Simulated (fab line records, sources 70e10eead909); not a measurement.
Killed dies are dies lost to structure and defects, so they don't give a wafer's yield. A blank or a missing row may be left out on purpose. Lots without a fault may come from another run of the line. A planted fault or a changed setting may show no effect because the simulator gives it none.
fab line records | flow nand_harc | part 2 of 2: steps 15 to 15 of 15
record lots=7 wafers=21 last_day=24
route steps=1159 shown A_M0@1004 END@1159
lots that met no fault: from a run of the same line without faults
start_h: hours from the record's first day to the start of the lot's first wafer shown | wait_h: hours since the lot's step before | " the same as in the row above | L1.1+2: a row that stands for several wafers | - no value, or no start given | * or withheld: withheld | < > ~ a bound
route shown NAME@n: a module of which the file shows steps, and the number in the route of the first | usual: mean/standard deviation of fault-free wafers | same: alike in all rows | chamber/n: place in a boat | sites: the reading at each site | _std_site: their standard deviation | _edge_site: outer sites' mean less inner sites' | radius_mm: how far each site lies from the wafer's centre | mask NAME#n: copy n | behind: the tool/chamber that last shaped the wafer | hold: why the lot was held/for how many hours/how that ended | device: the transistor (n, p or np) that didn't switch | end of line: the same wafers' tests at the end of the route | a step without rows: its recipe alone | killed: dies lost to structure and defects at the first sort, not the wafer's yield | map: a wafer's dies, x killed, . not, _ none there
set.NAME: the setting as run; set.NAME@STEP: as run at that earlier step | model.NAME: the simulator's own value behind a step, which no gauge read
lots at some steps of the route; a table a step, a row a wafer
services: from which hour (start_h, from the record's first day; less than 0 if before it) a tool's chamber was out of use, for how many hours, and why
## steps
# step NHARC_END_SORT_01
# recipe temp_c=25
# usual defect_limited_yield=95.3/1.5 killed_at_array=28/10 killed_at_other=0.6/1.1 killed_at_periphery=3.6/2.6 killed_dies=32/10 killed_open=3.3/1.8 killed_short=1.9/1.4 sort_bin_2_pct=1.5/0.61 sort_bin_3_pct=0.27/0.2 sort_bin_4_pct=3.0/1 sort_n_pass=645/10 sort_rim_yield_pct=97.3/1.9 sort_yield_pct=95.3/1.5
# same gross_dies=677 sort_bin_5_pct[%]=0 sort_bin_6_pct[%]=0 sort_bin_7_pct[%]=0 sort_bin_8_pct[%]=0 sort_rim_n_gross=106.00
# columns lot.wafer tool chamber start_h wait_h hold defect_limited_yield[%] killed_at_array killed_at_other killed_at_periphery killed_dies killed_open killed_short sort_bin_2_pct[%] sort_bin_3_pct[%] sort_bin_4_pct[%] sort_n_pass sort_rim_yield_pct[%] sort_yield_pct[%]
L711.2 prober-01 0 465.21 2.8 - 97.2 14 1 4 19 4 1 0.7 0 2.1 658 97.2 97.2
L711.3 prober-01 0 466.02 3.1 - 95.7 22 0 7 29 6 5 1.0 0.44 2.8 648 99.1 95.7
L711.4 prober-01 0 466.83 3.4 - 96.8 15 0 7 22 1 5 0.7 0.15 2.4 655 98.1 96.8
L714.1 prober-02 0 492.54 2.5 - 94.8 31 0 4 35 4 0 1.6 0.15 3.4 642 98.1 94.8
L714.4 prober-02 0 494.94 3.4 - 95.3 26 0 6 32 4 1 1.3 0.15 3.2 645 96.2 95.3
L714.5 prober-02 0 495.74 3.7 - 96.5 23 0 1 24 0 1 0.9 0.15 2.5 653 100.0 96.5
L724.1 prober-01 0 542.17 2.5 await_dispo/1.2h/scrap 0 674 0 3 677 2 3 96.3 0.15 3.5 0 0 0
L724.2 prober-01 0 542.97 2.8 await_dispo/1.2h/scrap 0 675 1 1 677 2 2 97.5 0.44 2.1 0 0 0
L724.3 prober-01 0 543.76 3.1 await_dispo/1.2h/scrap 0 676 0 1 677 3 1 97.0 0.30 2.7 0 0 0
L723.2 prober-02 0 548.62 2.8 await_dispo/2.5h/scrap 0 671 0 6 677 5 4 97.0 0.15 2.8 0 0 0
L723.4 prober-02 0 550.22 3.4 await_dispo/2.5h/scrap 0 671 0 6 677 4 2 97.5 0.30 2.2 0 0 0
L723.5 prober-02 0 551.02 3.7 await_dispo/2.5h/scrap 0 674 0 3 677 4 3 97.0 0.30 2.7 0 0 0
L725.1 prober-02 0 555.61 2.5 await_dispo/4.9h/scrap 0 677 0 0 677 3 4 97.9 0.15 1.9 0 0 0
L725.2 prober-02 0 556.41 2.8 await_dispo/4.9h/scrap 0 676 0 1 677 5 2 97.9 0 2.1 0 0 0
L725.5 prober-02 0 558.83 3.7 await_dispo/4.9h/scrap 0 671 1 5 677 6 3 97.9 0.15 1.9 0 0 0
L727.3 prober-01 0 567.34 6.0 - 95.3 29 1 2 32 5 1 1.0 0.30 3.4 645 94.3 95.3
L727.4 prober-01 0 568.15 6.3 - 95.6 27 1 2 30 3 2 1.0 0.30 3.1 647 99.1 95.6
L727.6 prober-01 0 569.78 6.9 - 96.2 26 0 0 26 0 1 1.5 0.15 2.2 651 94.3 96.2
L729.3 prober-02 0 572.92 3.1 - 93.2 38 0 8 46 4 5 2.5 0.44 3.8 631 95.3 93.2
L729.4 prober-02 0 573.72 3.4 - 93.2 36 1 9 46 3 0 2.7 0.30 3.8 631 94.3 93.2
L729.5 prober-02 0 574.52 3.7 - 92.2 45 0 8 53 3 2 3.4 0.15 4.3 624 97.2 92.2
# killed by level:class
L711.2 A_CHANNEL_HOLE_D1:chamber_film_flake=4 P_ZERO_WELL:chamber_film_flake=2 P_GATE:chamber_film_flake=2 A_STAIRCASE:chamber_film_flake=2 A_WL_FILL:chamber_film_flake=2 A_CHANNEL_FILL_D1:geometric_particle:open=1 A_CONTACT:geometric_particle:open=1 A_CONTACT:geometric_particle:short=1
L711.3 A_CONTACT:chamber_film_flake=5 P_ZERO_WELL:chamber_film_flake=3 A_CHANNEL_HOLE_D1:chamber_film_flake=3 A_ONON_D1:geometric_particle:short=2 P_GATE:chamber_film_flake=2 A_ZERO_WELL:chamber_film_flake=2 A_STAIRCASE:chamber_film_flake=2 P_GATE:geometric_particle:open=1
L711.4 P_ZERO_WELL:chamber_film_flake=4 A_CHANNEL_HOLE_D1:chamber_film_flake=4 A_CONTACT:chamber_film_flake=4 A_WL_FILL:geometric_particle:short=2 P_CONTACT:geometric_particle:open=1 P_M1:geometric_particle:short=1 A_ONON_D1:geometric_particle:short=1 A_M0:geometric_particle:short=1
L714.1 A_CHANNEL_HOLE_D1:chamber_film_flake=21 A_CHANNEL_FILL_D1:chamber_film_flake=3 A_CONTACT:chamber_film_flake=3 A_CHANNEL_FILL_D1:geometric_particle:open=2 P_M1:chamber_film_flake=2 P_M2:geometric_particle:open=1 A_SLIT:geometric_particle:open=1 P_GATE:chamber_film_flake=1
L714.4 A_CHANNEL_HOLE_D1:chamber_film_flake=16 A_CHANNEL_FILL_D1:chamber_film_flake=3 A_CONTACT:geometric_particle:open=2 P_GATE:chamber_film_flake=2 P_M1:chamber_film_flake=2 P_CONTACT:geometric_particle:open=1 A_CHANNEL_HOLE_D1:geometric_particle:open=1 A_SGD_CUT:geometric_particle:short=1
L714.5 A_CHANNEL_HOLE_D1:chamber_film_flake=12 A_CHANNEL_FILL_D1:chamber_film_flake=2 A_STAIRCASE:chamber_film_flake=2 A_WL_FILL:chamber_film_flake=2 A_CONTACT:chamber_film_flake=2 A_ONON_D1:geometric_particle:short=1 P_M1:chamber_film_flake=1 A_ZERO_WELL:chamber_film_flake=1
L724.1 A_M0:area_pvd=636 A_SLIT:chamber_film_flake=17 A_STAIRCASE:chamber_film_flake=7 A_CONTACT:chamber_film_flake=6 P_GATE:chamber_film_flake=2 A_ONON_D1:geometric_particle:short=1 A_CHANNEL_FILL_D1:geometric_particle:short=1 A_CHANNEL_FILL_D1:geometric_particle:open=1
L724.2 A_M0:area_pvd=645 A_SLIT:chamber_film_flake=13 A_CONTACT:chamber_film_flake=5 A_CHANNEL_HOLE_D1:chamber_film_flake=4 A_STAIRCASE:chamber_film_flake=4 P_M0:geometric_particle:open=1 A_CHANNEL_FILL_D1:geometric_particle:short=1 A_SGD_CUT:geometric_particle:short=1
L724.3 A_M0:area_pvd=645 A_SLIT:chamber_film_flake=16 A_CHANNEL_HOLE_D1:chamber_film_flake=6 A_STAIRCASE:chamber_film_flake=4 A_CONTACT:geometric_particle:open=2 P_M0:geometric_particle:short=1 A_M1:geometric_particle:open=1 A_ZERO_WELL:chamber_film_flake=1
L723.2 A_M0:area_pvd=650 A_CHANNEL_HOLE_D1:chamber_film_flake=8 A_CONTACT:chamber_film_flake=4 A_SGD_CUT:chamber_film_flake=3 P_CONTACT:geometric_particle:open=2 A_CHANNEL_FILL_D1:geometric_particle:short=2 P_STI:geometric_particle:short=1 P_GATE:geometric_particle:open=1
L723.4 A_M0:area_pvd=653 A_CHANNEL_HOLE_D1:chamber_film_flake=7 A_SGD_CUT:chamber_film_flake=4 P_CONTACT:geometric_particle:open=2 P_M0:chamber_film_flake=2 A_WL_FILL:chamber_film_flake=2 P_M0:geometric_particle:short=1 P_M1:geometric_particle:open=1
L723.5 A_M0:area_pvd=646 A_SGD_CUT:chamber_film_flake=8 A_CHANNEL_HOLE_D1:chamber_film_flake=7 A_STAIRCASE:chamber_film_flake=5 A_CONTACT:chamber_film_flake=3 A_ONON_D1:geometric_particle:short=2 P_GATE:geometric_particle:open=1 P_M0:geometric_particle:open=1
L725.1 A_M0:area_pvd=656 A_CHANNEL_HOLE_D1:chamber_film_flake=5 A_CONTACT:chamber_film_flake=4 A_STAIRCASE:chamber_film_flake=3 A_SLIT:chamber_film_flake=2 A_ONON_D1:geometric_particle:short=1 A_ONON_D1:geometric_particle:open=1 A_CHANNEL_HOLE_D1:geometric_particle:short=1
L725.2 A_M0:area_pvd=658 A_CONTACT:chamber_film_flake=4 A_CONTACT:geometric_particle:open=2 A_ZERO_WELL:chamber_film_flake=2 A_CHANNEL_HOLE_D1:chamber_film_flake=2 A_STAIRCASE:chamber_film_flake=2 P_CONTACT:geometric_particle:open=1 A_SOURCE_PLATE:geometric_particle:short=1
L725.5 A_M0:area_pvd=654 A_CHANNEL_HOLE_D1:chamber_film_flake=6 A_CONTACT:chamber_film_flake=4 P_GATE:geometric_particle:open=2 P_M1:geometric_particle:short=1 P_BONDPAD:geometric_particle:open=1 A_SOURCE_PLATE:geometric_particle:short=1 A_ONON_D1:geometric_particle:short=1
L727.3 A_SLIT:chamber_film_flake=13 A_CHANNEL_HOLE_D1:chamber_film_flake=7 A_CONTACT:chamber_film_flake=4 P_M1:geometric_particle:open=1 A_SOURCE_PLATE:geometric_particle:open=1 A_ONON_D1:geometric_particle:open=1 A_BLC:geometric_particle:open=1 A_M0:geometric_particle:short=1
L727.4 A_SLIT:chamber_film_flake=12 A_CHANNEL_HOLE_D1:chamber_film_flake=5 A_STAIRCASE:chamber_film_flake=3 A_CONTACT:chamber_film_flake=3 P_M2:geometric_particle:open=1 A_WL_FILL:geometric_particle:short=1 A_M0:geometric_particle:open=1 A_M1:geometric_particle:short=1
L727.6 A_SLIT:chamber_film_flake=14 A_CONTACT:chamber_film_flake=6 A_CHANNEL_HOLE_D1:chamber_film_flake=4 A_SOURCE_PLATE:geometric_particle:short=1 A_STAIRCASE:chamber_film_flake=1
L729.3 A_SLIT:chamber_film_flake=20 A_CHANNEL_HOLE_D1:chamber_film_flake=9 P_M2:chamber_film_flake=4 A_WL_FILL:geometric_particle:open=3 A_CHANNEL_HOLE_D1:geometric_particle:short=2 P_STI:geometric_particle:short=1 P_GATE:chamber_film_flake=1 A_CHANNEL_FILL_D1:geometric_particle:short=1
L729.4 A_SLIT:chamber_film_flake=16 A_CHANNEL_HOLE_D1:chamber_film_flake=13 P_M2:chamber_film_flake=5 P_GATE:chamber_film_flake=3 A_STAIRCASE:chamber_film_flake=3 A_CONTACT:chamber_film_flake=3 P_M1:geometric_particle:open=1 A_WL_FILL:geometric_particle:open=1
L729.5 A_SLIT:chamber_film_flake=25 A_CHANNEL_HOLE_D1:chamber_film_flake=7 P_M2:chamber_film_flake=4 A_STAIRCASE:chamber_film_flake=4 A_CONTACT:chamber_film_flake=4 A_WL_FILL:chamber_film_flake=2 P_STI:geometric_particle:short=1 P_CONTACT:geometric_particle:open=1
# map L723.2 (x killed, . not)
____________x____________
_________xxxxxxx_________
_______xxxxxxxxxxx_______
______xxxxxxxxxxxxx______
_____xxxxxxxxxxxxxxx_____
____xxxxxxxxxxxxxxxxx____
____xxxxxxxxxxxxxxxxx____
___xxxxxxxxxxxxxxxxxxx___
___xxxxxxxxxxxxxxxxxxx___
__xxxxxxxxxxxxxxxxxxxxx__
__xxxxxxxxxxxxxxxxxxxxx__
_xxxxxxxxxxxxxxxxxxxxxxx_
_xxxxxxxxxxxxxxxxxxxxxxx_
_xxxxxxxxxxxxxxxxxxxxxxx_
_xxxxxxxxxxxxxxxxxxxxxxx_
_xxxxxxxxxxxxxxxxxxxxxxx_
xxxxxxxxxxxxxxxxxxxxxxxxx
xxxxxxxxxxxxxxxxxxxxxxxxx
xxxxxxxxxxxxxxxxxxxxxxxxx
xxxxxxxxxxxxxxxxxxxxxxxxx
xxxxxxxxxxxxxxxxxxxxxxxxx
_xxxxxxxxxxxxxxxxxxxxxxx_
_xxxxxxxxxxxxxxxxxxxxxxx_
_xxxxxxxxxxxxxxxxxxxxxxx_
_xxxxxxxxxxxxxxxxxxxxxxx_
_xxxxxxxxxxxxxxxxxxxxxxx_
__xxxxxxxxxxxxxxxxxxxxx__
__xxxxxxxxxxxxxxxxxxxxx__
___xxxxxxxxxxxxxxxxxxx___
___xxxxxxxxxxxxxxxxxxx___
____xxxxxxxxxxxxxxxxx____
____xxxxxxxxxxxxxxxxx____
_____xxxxxxxxxxxxxxx_____
______xxxxxxxxxxxxx______
_______xxxxxxxxxxx_______
_________xxxxxxx_________
____________x____________
# map L724.1 (x killed, . not)
____________x____________
_________xxxxxxx_________
_______xxxxxxxxxxx_______
______xxxxxxxxxxxxx______
_____xxxxxxxxxxxxxxx_____
____xxxxxxxxxxxxxxxxx____
____xxxxxxxxxxxxxxxxx____
___xxxxxxxxxxxxxxxxxxx___
___xxxxxxxxxxxxxxxxxxx___
__xxxxxxxxxxxxxxxxxxxxx__
__xxxxxxxxxxxxxxxxxxxxx__
_xxxxxxxxxxxxxxxxxxxxxxx_
_xxxxxxxxxxxxxxxxxxxxxxx_
_xxxxxxxxxxxxxxxxxxxxxxx_
_xxxxxxxxxxxxxxxxxxxxxxx_
_xxxxxxxxxxxxxxxxxxxxxxx_
xxxxxxxxxxxxxxxxxxxxxxxxx
xxxxxxxxxxxxxxxxxxxxxxxxx
xxxxxxxxxxxxxxxxxxxxxxxxx
xxxxxxxxxxxxxxxxxxxxxxxxx
xxxxxxxxxxxxxxxxxxxxxxxxx
_xxxxxxxxxxxxxxxxxxxxxxx_
_xxxxxxxxxxxxxxxxxxxxxxx_
_xxxxxxxxxxxxxxxxxxxxxxx_
_xxxxxxxxxxxxxxxxxxxxxxx_
_xxxxxxxxxxxxxxxxxxxxxxx_
__xxxxxxxxxxxxxxxxxxxxx__
__xxxxxxxxxxxxxxxxxxxxx__
___xxxxxxxxxxxxxxxxxxx___
___xxxxxxxxxxxxxxxxxxx___
____xxxxxxxxxxxxxxxxx____
____xxxxxxxxxxxxxxxxx____
_____xxxxxxxxxxxxxxx_____
______xxxxxxxxxxxxx______
_______xxxxxxxxxxx_______
_________xxxxxxx_________
____________x____________
## services
# columns tool chamber start_h hours kind
rie_diel-10 1 391.33 5.2 repair
pvd_sputter-02 - 392.06 10.0 pm
rie_diel-03 - 392.30 9.0 pm
rie_diel-03 0 392.30 9.0 vent_cycle
rie_diel-03 1 392.30 9.0 vent_cycle
rie_diel-03 2 392.30 9.0 vent_cycle
rie_diel-03 3 392.30 9.0 vent_cycle
rie_diel-03 0 401.30 - clean
rie_diel-03 1 401.30 - clean
rie_diel-03 2 401.30 - clean
rie_diel-03 3 401.30 - clean
rie_diel-03 0 425.80 - clean
rie_diel-03 1 425.80 - clean
rie_diel-03 2 425.80 - clean
rie_diel-03 3 425.80 - clean
rie_diel-12 - 433.03 2.9 repair
rie_diel-03 0 450.45 - clean
rie_diel-03 1 450.45 - clean
rie_diel-03 2 450.45 - clean
rie_diel-03 3 450.45 - clean
pvd_sputter-03 - 458.02 10.0 pm
rie_diel-03 1 500.00 7.3 repair
rie_diel-03 2 521.63 6.5 repair
rie_diel-10 3 524.94 54.1 repair
## key
first_sign step=NHARC_A_M0_PVD_21 reading=tool_record direction=missing
effect step=NHARC_END_SORT_01 reading=sort_bin_2_pct direction=up sigmas=99+ usual=1.5 struck=97.4
more_kills_born_at NHARC_A_M0_PVD_21@pvd_sputter-02=3894 NHARC_A_M0_PVD_21@pvd_sputter-03=1949
met_at NHARC_A_M0_PVD_21
struck_wafers L723.2,L723.4,L723.5,L724.1,L724.2,L724.3,L725.1,L725.2,L725.5
later_rows_left_out L723.2,L723.4,L723.5,L724.1,L724.2,L724.3,L725.1,L725.2,L725.5
onset_between 455.61 498.04
fault kind=skipped_step_whole tool=pvd_sputter-02,pvd_sputter-03 chamber=- onset_h=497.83 steps=NHARC_A_M0_PVD_21 scope=struck_lots_only
# later_rows_left_out: the simulator's readings of these wafers behind a module that went badly wrong aren't trusted and aren't shown, but for the sort
